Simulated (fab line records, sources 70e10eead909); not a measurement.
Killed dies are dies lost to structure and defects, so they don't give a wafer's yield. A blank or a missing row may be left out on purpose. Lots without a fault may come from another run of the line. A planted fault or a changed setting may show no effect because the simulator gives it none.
Chamber matching | flow nand_harc | NHARC_A_SLIT_DEP_25 on pecvd-04: 3 sister chambers
The step deposits SiO2, target thk 200 nm. 14 wafers are shown with their chamber, then 7 later ones without.

WAFERS WITH THEIR CHAMBER
wafer  | chamber | showerhead_vpp_V (V) | heater_power_outer_w (W) | heater_power_w (W)
L081.1 | 1       | 1896                 | 424                      | 728
L081.3 | 0       | 2005                 | 242                      | 512
L081.5 | 1       | 1885                 | 307                      | 571
L083.1 | 0       | 1998                 | 272                      | 532
L083.2 | 2       | 2065                 | 322                      | 512
L083.4 | 1       | 1892                 | 321                      | 600
L084.1 | 2       | 2032                 | 357                      | 576
L084.4 | 2       | 2043                 | 254                      | 425
L084.6 | 0       | 2029                 | 245                      | 514
L087.2 | 1       | 1870                 | 415                      | 728
L087.5 | 0       | 2065                 | 290                      | 591
L087.6 | 2       | 1998                 | 348                      | 561
L088.3 | 1       | 1886                 | 380                      | 690
L088.5 | 2       | 2052                 | 351                      | 572

SIGNATURES (means of the wafers above)
reading              | chamber 0 | chamber 1 | chamber 2 | scatter within a chamber
showerhead_vpp_V     | 2024.25   | 1885.80   | 2038.00   | 22.8
heater_power_outer_w | 262.25    | 369.40    | 326.40    | 42.9
heater_power_w       | 537.25    | 663.40    | 529.20    | 61.7
Rule: a wafer's distance from a chamber is the root of the sum, over the readings, of the square of ((its reading less the chamber's mean) divided by the reading's scatter). The wafer belongs to the nearest chamber; if the next one is less than 2 further off, it can't be placed. The scatter: the root of (the sum of the squares of (reading less its chamber's mean) over the shown wafers, divided by (wafers less chambers)).

WAFERS WITHOUT THEIR CHAMBER
wafer  | showerhead_vpp_V (V) | heater_power_outer_w (W) | heater_power_w (W)
L088.6 | 2038                 | 226                      | 479
L092.1 | 1894                 | 432                      | 760
L092.4 | 1867                 | 300                      | 557
L092.6 | 2050                 | 260                      | 518
L094.1 | 1872                 | 359                      | 656
L094.3 | 2017                 | 313                      | 497
L094.6 | 2051                 | 300                      | 568

WHICH CHAMBER EACH WENT THROUGH
wafer  | from the rows above     | in truth
L088.6 | can't be placed: 0 or 2 | 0
L092.1 | 1                       | 1
L092.4 | 1                       | 1
L092.6 | can't be placed: 0 or 2 | 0
L094.1 | 1                       | 1
L094.3 | can't be placed: 2 or 0 | 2
L094.6 | can't be placed: 2 or 0 | 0
Placed correctly: 3 of 7. Can't be placed from these rows: 4 (the true chamber is among the candidates in 4). Placed wrongly: 0.
